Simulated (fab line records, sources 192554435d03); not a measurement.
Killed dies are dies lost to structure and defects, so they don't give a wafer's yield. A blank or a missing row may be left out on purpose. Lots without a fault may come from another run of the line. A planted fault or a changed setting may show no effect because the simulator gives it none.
Chamber matching | flow n5_finfet | N5_BEOL_M2_ILD_DEP_00 on pecvd-04: 3 sister chambers
The step deposits SiOC from DEMS/O2, target thk 79 nm, time 15.3 s. 6 wafers are shown with their chamber, then 11 later ones without.

WAFERS WITH THEIR CHAMBER
wafer  | chamber | heater_power_w (W) | showerhead_vpp_V (V)
L083.3 | 2       | 431                | 1346
L083.5 | 2       | 427                | 1348
L083.6 | 1       | 530                | 1404
L085.2 | 1       | 481                | 1408
L085.5 | 0       | 723                | 1389
L086.2 | 0       | 688                | 1389

WAFERS WITHOUT THEIR CHAMBER
wafer  | heater_power_w (W) | showerhead_vpp_V (V)
L086.3 | 534                | 1422
L086.6 | 509                | 1345
L095.4 | 535                | 1381
L095.5 | 505                | 1348
L095.6 | 675                | 1383
L096.1 | 703                | 1381
L096.3 | 428                | 1343
L096.5 | 559                | 1404
L097.2 | 671                | 1387
L097.3 | 502                | 1329
L097.6 | 574                | 1433

WHICH CHAMBER EACH WENT THROUGH
wafer  | from the rows above | in truth
L086.3 | 1                   | 1
L086.6 | 2                   | 2
L095.4 | 0                   | 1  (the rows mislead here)
L095.5 | 2                   | 2
L095.6 | 0                   | 0
L096.1 | 0                   | 0
L096.3 | 2                   | 2
L096.5 | 1                   | 1
L097.2 | 0                   | 0
L097.3 | 2                   | 2
L097.6 | 1                   | 1
Placed correctly: 10 of 11. Can't be placed from these rows: 0. Placed wrongly: 1.
How it was worked out, from the rows above alone: a wafer's distance from a chamber is the root of the sum, over the readings, of the square of ((its reading less the chamber's mean) divided by the reading's scatter). The wafer belongs to the nearest chamber; if the next one is less than 2 further off, it can't be placed. A chamber's mean is the mean of its shown wafers. The scatter: the root of (the sum of the squares of (reading less its chamber's mean) over the shown wafers, divided by (wafers less chambers)).
